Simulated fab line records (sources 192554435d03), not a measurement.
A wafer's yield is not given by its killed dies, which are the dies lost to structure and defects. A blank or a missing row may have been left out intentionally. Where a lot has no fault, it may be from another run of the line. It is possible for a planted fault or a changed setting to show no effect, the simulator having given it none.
What tool caused it? -- flow n5-finfet -- at 1 step of a route of 1938, 11 lots with 33 wafers sampled

== WHAT THE GAUGES SHOWED, per wafer ==
N5_BEOL_M7_CD_MEAS_35 targets a cd of 40 nm.
lot,measured,on,cd-nm (nm)
L491,day 9 01:26,cd-sem-02,39.0 39.7 39.5
L495,day 10 02:13,cd-sem-01,40.0 40.5 40.5
L498,day 10 10:35,cd-sem-03,39.7 39.6 39.9
L499,day 11 10:33,cd-sem-02,39.5 40.0 40.2
L503,day 12 01:09,cd-sem-02,39.9 39.6 40.1
L505,day 12 14:40,cd-sem-02,40.7 39.8 40.1
L507,day 12 17:19,cd-sem-03,39.7 39.5 39.5
L506,day 12 17:25,cd-sem-02,40.3 39.4 40.5
L508,day 13 19:23,cd-sem-03,39.9 39.6 39.7
L511,day 14 18:58,cd-sem-02,39.5 40.1 39.8
L512,day 15 05:47,cd-sem-02,40.5 40.3 40.6

== WHAT TOOL EACH LOT RAN ON (gives the tool, then ch and the chambers of the sampled wafers, and finally the start) ==
Record: no process step prior to these readings.

== THE ANSWER, worked out from the rows above alone ==
Rule: the usual values come from the lots themselves. The widest of any qualifying gaps counts: lots, ordered by their means at a reading, are off when they make up no more than a third of the lots, leave a main group of 4 or more, and stand apart from it by 3 or more times the standard deviation of that group's means. A main group is skipped when, at the precision printed for the reading in the tables above, its means are all equal. A lot without any number at a reading at which 4 lots or more have one is off too. All remaining lots with rows at the step are treated as sound.
Nothing can be told from this: no lot is off at any reading shown.

== WHAT HAD BEEN PUT IN BY THE SIMULATOR ==
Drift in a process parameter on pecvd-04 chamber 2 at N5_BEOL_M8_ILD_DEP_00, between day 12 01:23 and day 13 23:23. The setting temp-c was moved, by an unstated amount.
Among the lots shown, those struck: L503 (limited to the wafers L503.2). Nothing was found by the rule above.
